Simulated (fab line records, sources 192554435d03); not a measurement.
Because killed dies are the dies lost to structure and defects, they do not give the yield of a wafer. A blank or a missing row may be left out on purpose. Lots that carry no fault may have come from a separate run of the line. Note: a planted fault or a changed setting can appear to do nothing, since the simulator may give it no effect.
Struck lot and sound lot, side by side / flow n5_finfet / 35 out of 1938 route steps
Sound: wafers L811.1, L811.3, L811.4. Struck: wafer L823.5; the same lot's L823.6 was not struck, so it is left out; see the end for the cause.
At each step with rows: each side's tool, then ch and its chambers, then its first start. Under that, the readings that differ: sound wafers / struck wafers / difference of the means / sigmas: that difference in standard deviations of wafers without a fault.
alike: readings whose means differ by less than 2 such deviations, and words and numbers that are the same on both sides. not compared: withheld readings, readings that some wafer has no value for, bounds like >300 that may hide the same value, and numbers for which the record gives no deviation and whose values overlap.
The two part at a step that has a row with sigmas, a row that says differs or no value, or rows on one side only. Non-overlapping numbers with no deviation appear without sigmas and do not part them. Lack of a reading on every wafer of one side parts them only where that side has two or more wafers.

first, 9 steps without rows for these wafers: N5_SD_EPI_P_SOFTBAKE_04 (time 60 s); N5_SD_EPI_P_EXPOSE_06 (exposes mask SD P BLK, target cd 240 nm); N5_SD_EPI_P_PEB_07 (peb time 60 s); N5_SD_EPI_P_DEVELOP_08 (develop time 30 s); N5_SD_EPI_P_DESCUM_14 (chemistry O2, time 7.9 s); N5_SD_EPI_P_ETCH_36 (etches SiARC in CF4, target depth 45.5 nm, time 75.8 s); N5_SD_EPI_P_ETCH_37 (etches SOC in N2/H2, overetch 108 nm, time 486 s); N5_SD_EPI_P_STRIP_38 (strips in N2/H2); N5_SD_EPI_P_ETCHBACK_46 (etches SiNx in CH3F/O2, stops on SiO2, target depth 17.5 nm).
N5_SD_EPI_P_ETCH_47: etches SiOCN in CH3F/O2, target depth 25 nm.
  sound on rie_diel-05 ch 0,1,2, day 4 04:05; struck on rie_diel-05 ch 1, day 7 06:53
reading=model.etch.depth_nm (nm); sound=25.1 25.3 25.36; struck=9.802; difference=-15.451; sigmas=
  alike: drypump_motor_current_A, oes_product_au, rf_vpp_V, showerhead_plenum_p_Torr, throttle_valve_pct
  not compared: rf_hours_counter_h
then, 23 steps without rows for these wafers: N5_SD_EPI_P_ETCH_16 (etches SiO2 in CHF3/O2, target depth 5 nm); N5_SD_EPI_P_STRIP_50 (strips in CHF3/O2); N5_SD_EPI_P_SD_RECESS_17 (chemistry HBr/Cl2/O2, target depth 39.1 nm, bt time 3 s); N5_SD_EPI_P_WET_ETCH_45 (etches SiO2 in dHF, time 10.7 s, target depth 2 nm, rinse time 30 s); N5_SD_EPI_P_STRIP_40 (strips in N2/H2); N5_SD_EPI_P_PRECLEAN_52 (cleans in O3/DIW, time 60 s); N5_SD_EPI_P_SRD_20 (time 30 s); N5_SD_EPI_P_PRECLEAN_51 (cleans in NF3:NH3, afs cycles 1, time 20 s, sublimation time 60 s); N5_SD_EPI_P_VAPOR_ETCH_44 (etches SiGe30 in NF3/Ar, time 3.3 s); N5_SD_EPI_P_EPI_21 (deposits SiGe:B, time 355 s); N5_SD_EPI_P_HM_STRIP_48 (strips SiNx in H3PO4, material SiNx, target depth 3 nm); N5_SD_EPI_P_SRD_49 (time 30 s); N5_SD_EPI_P_PRECLEAN_24 (cleans in O3/DIW, time 45 s); N5_SD_EPI_P_PRECLEAN_32 (cleans in dHF, time 10 s); N5_SD_EPI_P_PRECLEAN_33 (cleans in SC2, time 45 s); N5_SD_EPI_P_SRD_25 (time 30 s); N5_SD_ACTIVATION_RTA_00 (time 0 s); N5_SD_ACTIVATION_LSA_01 (time 0.0008 s); N5_ILD0_LINER_00 (material SiNx, target thk 4 nm, pulse time 1 s, purge time 2 s); N5_ILD0_FCVD_FILL_01 (material SiO2 flowable, target thk 200 nm, time 328.3 s); N5_ILD0_CURE_02 (time 1800 s); N5_ILD0_CMP_03 (polishes, stops on SiNx, t overpolish 1.9 s, target thk 197.38 nm); N5_ILD0_CMP_07 (polishes SiO2 flowable, stops on poly-Si, t overpolish 1.18 s, target thk 138.88 nm).
-- the record jumps here: 4 days lie between the struck wafers' starts before and after (it left off in module ILD0 and takes up again in module BEOL_M4, whose first step shown is number 1111 of the route) --
N5_BEOL_M4_RC_MEAS_101:
  sound on prober-02 ch 0, day 8 11:24; struck on prober-02 ch 0, day 11 14:38
reading=ION_P (uA/um); sound=460 450 462; struck=430; difference=-27; sigmas=-3
reading=RC_DENSE_P (ohm.um); sound=24.2 23.0 24.2; struck=29.4; difference=+5.6; sigmas=+9
reading=RC_P (ohm.um); sound=19.6 18.5 19.6; struck=24.3; difference=+5.1; sigmas=+11
reading=REXT_P (ohm.um); sound=99.9 98.7 100.9; struck=130.4; difference=+30.6; sigmas=+15
reading=VT_P (mV); sound=-254 -255 -254; struck=-264; difference=-10; sigmas=-3
reading=VT_P_LVT (mV); sound=-103 -102 -100; struck=-111; difference=-9; sigmas=-3
  alike: DIBL_N, DIBL_P, IOFF_N, IOFF_P, ION_N, SS_N, SS_P, VT_N
-- a jump in the record: the struck wafers' starts before and after are 5 days apart (it breaks off in module BEOL_M4 and resumes in module PASSIVATION, where the first step shown is number 1936 of the route) --
N5_PASSIVATION_PROBE_49:
  sound: prober-02 at day 12 16:27; struck: prober-02 at day 16 06:38
reading=killed_short; sound=23 26 33; struck=44; difference=+17; sigmas=+2
reading=sort_bin_8_speed (%); sound=0 0 0; struck=49.49; difference=+49.49; sigmas=+99 or more
reading=sort_n_pass; sound=1106 1082 1095; struck=483; difference=-611; sigmas=-34
reading=sort_yield_pct (%); sound=93.7 91.7 92.8; struck=40.9; difference=-51.8; sigmas=-32
  alike: defect_limited_yield, killed_at_M0_to_M3, killed_at_M4_up, killed_at_contacts, killed_at_front_end, killed_at_other, killed_dies, killed_open, sort_bin_5_function, sort_bin_6_memory

WHERE THEY PART
Earliest at N5_BEOL_M4_RC_MEAS_101; latest, in this record, at N5_PASSIVATION_PROBE_49.

WHY: the cause the simulator had injected
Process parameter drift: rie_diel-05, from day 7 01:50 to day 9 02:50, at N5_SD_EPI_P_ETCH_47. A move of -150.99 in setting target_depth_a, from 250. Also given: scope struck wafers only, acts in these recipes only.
